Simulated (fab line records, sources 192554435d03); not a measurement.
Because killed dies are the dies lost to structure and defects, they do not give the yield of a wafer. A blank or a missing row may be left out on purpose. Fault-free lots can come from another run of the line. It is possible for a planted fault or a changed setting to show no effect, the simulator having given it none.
Matching of chambers | flow n5-finfet | N5_BEOL_M1_VIA_ETCH_34 on rie-diel-02: 4 sister chambers
The step etches the open film in C4F6/O2, target depth 67.8 nm, time 64.4 s. 16 wafers are shown with their chamber, then 8 later ones without.

== WAFERS, EACH WITH ITS CHAMBER ==
wafer  | chamber | drypump-motor-current-A (A) | rf-vpp-V (V) | showerhead-plenum-p-Torr (Torr)
L079.1 | 2       | 6.1                         | 664          | 2.83
L079.4 | 1       | 5.6                         | 648          | 2.76
L079.6 | 0       | 5.1                         | 675          | 2.97
L082.2 | 2       | 6.0                         | 665          | 2.82
L082.4 | 1       | 5.6                         | 648          | 2.76
L082.5 | 0       | 5.1                         | 675          | 2.96
L088.2 | 3       | 5.6                         | 660          | 2.77
L088.3 | 1       | 5.6                         | 648          | 2.75
L088.5 | 1       | 5.6                         | 648          | 2.75
L089.1 | 3       | 5.6                         | 659          | 2.76
L089.3 | 2       | 6.0                         | 663          | 2.81
L089.4 | 3       | 5.6                         | 659          | 2.76
L095.1 | 0       | 5.1                         | 674          | 2.96
L095.3 | 1       | 5.6                         | 649          | 2.75
L095.5 | 3       | 5.6                         | 659          | 2.76
L092.4 | 3       | 5.6                         | 659          | 2.76

SIGNATURES, as means of the wafers listed above
reading                  | chamber 0 | chamber 1 | chamber 2 | chamber 3 | scatter within a chamber
drypump-motor-current-A  | 5.100     | 5.600     | 6.033     | 5.600     | 0.0236
rf-vpp-V                 | 674.67    | 648.20    | 664.00    | 659.20    | 0.596
showerhead-plenum-p-Torr | 2.9633    | 2.7540    | 2.8200    | 2.7620    | 0.00624
Rule: a wafer lies at a distance from a chamber equal to the root of the sum of squares, over the readings, of (its reading less the chamber's mean, divided by the reading's scatter). The wafer belongs to the nearest chamber; if the next one is less than 2 further off, it can't be placed. The scatter: the root of (the sum of the squares of (reading less its chamber's mean) over the shown wafers, divided by (wafers less chambers)).

== WAFERS WHOSE CHAMBER IS MISSING ==
wafer  | drypump-motor-current-A (A) | rf-vpp-V (V) | showerhead-plenum-p-Torr (Torr)
L092.5 | 5.6                         | 648          | 2.75
L092.6 | 5.1                         | 675          | 2.96
L096.1 | 5.1                         | 676          | 2.96
L096.5 | 5.1                         | 675          | 2.96
L096.6 | 5.6                         | 647          | 2.75
L097.1 | 5.6                         | 659          | 2.76
L097.3 | 5.6                         | 649          | 2.75
L097.5 | 5.6                         | 661          | 2.76

== THE CHAMBER EACH PASSED THROUGH ==
wafer  | from the rows above | in truth
L092.5 | 1                   | 1
L092.6 | 0                   | 0
L096.1 | 0                   | 0
L096.5 | 0                   | 0
L096.6 | 1                   | 1
L097.1 | 3                   | 3
L097.3 | 1                   | 1
L097.5 | 3                   | 3
8 of 8 placed correctly. Number that these rows cannot place: 0. Number placed wrongly: 0.
